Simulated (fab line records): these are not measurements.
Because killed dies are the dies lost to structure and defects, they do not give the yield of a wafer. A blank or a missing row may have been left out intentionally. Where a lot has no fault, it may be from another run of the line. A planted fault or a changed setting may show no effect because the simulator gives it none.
A struck lot beside a sound one    flow nand harc    14 steps out of a route of 1302
Sound: wafers L483.2, L483.3, L483.4. Struck: wafers L490.2, L490.3, L490.5. At the end, the cause is stated.
Each step with rows lists, per side, the tool, then ch with its chambers, then its first start. Under that, the readings that differ: sound wafers    struck wafers    difference of the means    sigmas: that difference in standard deviations of wafers without a fault.
alike: a reading whose means differ by less than 2 such deviations, as well as words and numbers matching on both sides. not compared: withheld readings; readings where some wafer has no value; bounds like >300 that might hide an equal value; numbers whose values overlap and for which the record gives no deviation.
Wherever a step has rows on one side only, a row that says differs or no value, or a row with sigmas, the two part there. Numbers that don't overlap but have no deviation are shown without sigmas and don't part them. A reading that every wafer of one side lacks parts them only if that side has two wafers or more.

first, 4 steps without rows for these wafers: NHARC_P_M2_EBR_05; NHARC_P_M2_EXPOSE_06 (exposes mask P M2, target cd 170 nm); NHARC_P_M2_PEB_07 (peb time 65 s); NHARC_P_M2_DEVELOP_08 (develop time 35 s).
NHARC_P_M2_CD_MEAS_09 targets a cd of 170 nm.
  sound on cd sem-03 ch 0, day 7 05:34; struck on cd sem-02 ch 0, day 10 01:29
  alike: cd nm
NHARC_P_M2_OVL_MEAS_10: pitch 340 nm.
  sound on overlay-01, day 7 05:38; struck on overlay-02, day 10 01:34
  alike: overlay x nm, overlay y nm
NHARC_P_M2_INSPECT_11:
  sound on defect inspect-01, day 7 05:41; struck on defect inspect-01, day 10 01:36
  alike: raw defect count
NHARC_P_M2_DESCUM_14: chemistry O2, time 3 s.
  sound on rie diel-13 ch 0,1,2, day 7 05:45; struck on rie diel-01 ch 0,2,3, day 10 01:41
reading                sound              struck             difference  sigmas
oes product au (a.u.)  0.999 0.979 0.994  1.013 1.014 1.005  +0.020      +2
  alike: drypump motor current A, rf vpp V, showerhead plenum p Torr, throttle valve pct
  not compared: rf hours counter h
NHARC_P_M2_ETCH_35: etches the open film in N2/H2, target depth 40 nm, overetch 12 nm, time 43.94 s.
  sound on rie diel-13 ch 0,2,3, day 7 05:49; struck on rie diel-01 ch 1,2, day 10 01:45
  alike: bias w, chamber pressure mTorr, drypump motor current A, h2 flow sccm, oes product au, rf vpp V, showerhead plenum p Torr, throttle valve pct
  not compared: rf hours counter h
NHARC_P_M2_ETCH_15: etches the open film in C4F8/Ar, target depth 182.5 nm, time 91.2 s.
  sound on rie diel-13 ch 0,1,2; struck on rie diel-01 ch 1,2,3
  alike: bias w, chamber pressure mTorr, oes product au, rf vpp V
  not compared: rf hours counter h
NHARC_P_M2_CD_MEAS_16:
  sound on cd sem-01, day 7 06:03; struck on cd sem-03, day 10 01:58
  alike: cd nm
NHARC_P_M2_STRIP_18: strips in N2/H2.
  sound on rie diel-13 ch 1,2,3, day 7 06:07; struck on rie diel-13 ch 0,2, day 10 02:02
reading       sound           struck          difference  sigmas
rf vpp V (V)  91.6 92.1 91.7  89.6 88.6 91.1  -2.0        -2
  alike: drypump motor current A, h2 flow sccm, oes product au, showerhead plenum p Torr, throttle valve pct
  not compared: rf hours counter h
NHARC_P_M2_ETCH_28: etches the open film in CF4/N2, target depth 30 nm, time 72.99 s.
  sound on rie diel-13 ch 0,1,3, day 7 06:22; struck on rie diel-13 ch 0,1,2, day 10 02:17
  no value came back on the struck wafers for any of 8 readings (bias w (W), cf4 flow sccm (sccm) and others); on the sound wafers bias w (W) reads 99.73 100.09 100.04
then, 1 step without rows for these wafers: NHARC_P_M2_STRIP_19 (strips in post etch residue remover, time 600 s).

WHERE THEY PART
Last at NHARC_P_M2_ETCH_28 as far as this record goes, first at NHARC_P_M2_DESCUM_14.

WHY: what had been put in by the simulator
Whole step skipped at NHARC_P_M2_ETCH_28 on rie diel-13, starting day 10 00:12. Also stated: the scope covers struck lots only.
